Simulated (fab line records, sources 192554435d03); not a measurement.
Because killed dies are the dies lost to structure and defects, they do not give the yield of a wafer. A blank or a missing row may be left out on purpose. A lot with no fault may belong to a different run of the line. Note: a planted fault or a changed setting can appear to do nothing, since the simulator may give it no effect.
Split-lot study	flow n5_finfet	21 wafers read across 7 lots, on a route 1938 steps long

## THE SPLIT ITSELF
At N5_BEOL_M6_COAT_64 (time 60 s, resist thk 12 nm), the setting spin_rpm was moved away from the recipe's 1500 rpm on 7 of the 21 wafers read, by -9.6% to +6.6%. This setting was run at the recipe's value on the other wafers.

## FROM THE SPLIT TO THE READING: what the file shows between them, 4 steps
- N5_BEOL_M6_COAT_71: time 60 s, resist thk 5 nm
- N5_BEOL_M6_COAT_22: resist thk 30 nm
- N5_BEOL_M6_DESCUM_33: chemistry O2, time 7 s
- N5_BEOL_M6_ETCH_72: etches underlayer in N2/H2, target depth 6.5 nm, time 5.2 s

## THE READING
etch.depth_nm (the simulator's own value, which no gauge read), in nm, at N5_BEOL_M6_ETCH_65 (etches SiARC in CF4, target depth 15.6 nm, time 26 s). There is no usual value for it anywhere in the file. Here, 14 wafers ran the recipe; their average is 12.02 nm with a standard deviation of 0.025 nm.

wafer	tool, chamber at the split	spin_rpm as run, rpm	against the recipe	etch.depth_nm, nm	against lot-mates on the recipe
L075.2	litho_track-01, 0	1500	recipe	12.03	-
L075.4	litho_track-01, 0	1500	recipe	12.03	-
L075.5	litho_track-01, 0	1500	recipe	12.03	-
L077.1	litho_track-01, 0	1500	recipe	12.05	-
L077.3	litho_track-01, 0	1562	+4.1%	11.81	-0.24
L077.5	litho_track-01, 0	1562	+4.1%	11.73	-0.32
L080.2	litho_track-03, 0	1500	recipe	11.99	-
L080.5	litho_track-03, 0	1500	recipe	12.02	-
L080.6	litho_track-03, 0	1410	-6.0%	12.35	+0.35
L085.2	litho_track-02, 0	1500	recipe	12.08	-
L085.3	litho_track-02, 0	1500	recipe	12	-
L085.4	litho_track-02, 0	1500	recipe	12	-
L095.3	litho_track-02, 0	1500	recipe	12.01	-
L095.4	litho_track-02, 0	1599	+6.6%	11.62	-0.40
L095.6	litho_track-02, 0	1500	recipe	12.02	-
L097.3	litho_track-02, 0	1500	recipe	12.02	-
L097.4	litho_track-02, 0	1500	recipe	12.04	-
L097.5	litho_track-02, 0	1356	-9.6%	12.64	+0.61
L096.1	litho_track-03, 0	1446	-3.6%	12.2	+0.22
L096.3	litho_track-03, 0	1500	recipe	11.98	-
L096.4	litho_track-03, 0	1446	-3.6%	12.21	+0.23

THE FIT
A straight line over all 21 wafers: etch.depth_nm changes by -0.0603 nm for each +1% of spin_rpm; r = -0.99; the points scatter about the line by 0.03 nm.
The same after taking each lot's own level away (the mean of its wafers on the recipe; 21 wafers): -0.0625 nm for each +1%; r = -0.99; scatter 0.023 nm.
That fit puts the effect of the largest move of spin_rpm on the reading at 0.6 nm.
From 11.980 to 12.050 nm: that is the span of the lots' own levels, equal to 2.8 times the standard deviation above.
So the lot-to-lot level changes the slope little: the two slopes agree.
Check: +0.589 nm against its lot-mates is what the line predicts for one of the wafers moved furthest among these (-9.6%) when that wafer is left out of the fit. It came out at +0.61 nm against them.

## OTHER SPLITS APPLIED TO THESE WAFERS
Note: prior to the reading, these wafers also went through further splits. Each is held against what the fit with the lots' levels taken away leaves over:
other split on the same wafers	wafers away from the commonest value	r with etch.depth_nm (lot level and that fit taken away)
N5_BEOL_M2_DESCUM_33 time_s	4	+0.22
N5_BEOL_M2_VIA_ETCH_34 time_s	6	-0.11
N5_BEOL_M3_HM_DEP_02 target_thk_a	6	-0.03
N5_BEOL_M3_COAT_05 spin_rpm	6	+0.10
N5_BEOL_M5_COAT_59 spin_rpm	6	+0.28
N5_BEOL_M6_ETCH_62 bias_w	5	+0.11

## THE WHOLE CHAIN: every reading that the file lists as answering this split, in the file's order
step	what it does	reading	change (the file's fit)	r (the file's)
N5_BEOL_M6_COAT_64	time 60 s, resist thk 12 nm	SiARC_of_BEOL_M6_COAT_64.thk_nm (the simulator's own value, which no gauge read)	-0.0612 nm for each +1% of the setting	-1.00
N5_BEOL_M6_ETCH_65	etches SiARC in CF4, target depth 15.6 nm, time 26 s	etch.depth_nm (the simulator's own value, which no gauge read)	-0.0623 nm for each +1% of the setting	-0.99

## FILE'S OWN FIT
etch.depth_nm changes by -0.0623 nm for each +1% of spin_rpm, r = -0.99.
